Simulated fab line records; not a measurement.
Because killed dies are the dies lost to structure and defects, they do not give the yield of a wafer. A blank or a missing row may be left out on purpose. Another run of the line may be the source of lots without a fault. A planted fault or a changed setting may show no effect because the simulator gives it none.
Matching of chambers | flow nand-harc | NHARC_A_STAIRCASE_ETCHBACK_422 on rie-diel-08: 4 sister chambers
The step etches the open film in CH3F/O2, target depth 40 nm, time 74.286 s. 8 wafers are shown with their chamber, then 10 later ones without.

## WAFERS PAIRED WITH THEIR CHAMBERS
wafer  | chamber | showerhead-plenum-p-Torr (Torr) | rf-vpp-V (V)
L083.2 | 1       | 2.37                            | 244.2
L083.4 | 0       | 2.29                            | 242.3
L087.4 | 3       | 2.28                            | 242.4
L088.3 | 3       | 2.28                            | 240.3
L088.4 | 2       | 2.62                            | 246.4
L088.5 | 0       | 2.28                            | 240.9
L089.1 | 1       | 2.37                            | 243.3
L089.4 | 2       | 2.62                            | 246.3

## WAFERS WITH NO CHAMBER GIVEN
wafer  | showerhead-plenum-p-Torr (Torr) | rf-vpp-V (V)
L089.5 | 2.62                            | 247.8
L092.2 | 2.37                            | 243.8
L092.3 | 2.28                            | 241.0
L092.6 | 2.37                            | 242.3
L090.1 | 2.37                            | 243.1
L090.3 | 2.28                            | 240.9
L090.6 | 2.62                            | 246.9
L096.3 | 2.36                            | 242.9
L096.4 | 2.27                            | 240.6
L096.5 | 2.36                            | 244.2

## WHICH CHAMBER EACH ONE RAN IN
wafer  | from the rows above     | in truth
L089.5 | 2                       | 2
L092.2 | 1                       | 1
L092.3 | can't be placed: 3 or 0 | 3
L092.6 | 1                       | 1
L090.1 | 1                       | 1
L090.3 | can't be placed: 3 or 0 | 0
L090.6 | 2                       | 2
L096.3 | 1                       | 1
L096.4 | can't be placed: 3 or 0 | 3
L096.5 | 1                       | 1
7 of 10 placed correctly. These rows do not allow placing 3 (true chamber among the candidates in 3). Number placed wrongly: 0.
How it was worked out, from the rows above alone: a wafer's distance from a chamber is the root of the sum, over the readings, of the square of ((its reading less the chamber's mean) divided by the reading's scatter). If the next closest chamber is less than 2 further off than the closest, the wafer can't be placed; otherwise it belongs to the closest. A chamber's mean is the mean of its shown wafers. The scatter: the root of (the sum of the squares of (reading less its chamber's mean) over the shown wafers, divided by (wafers less chambers)).
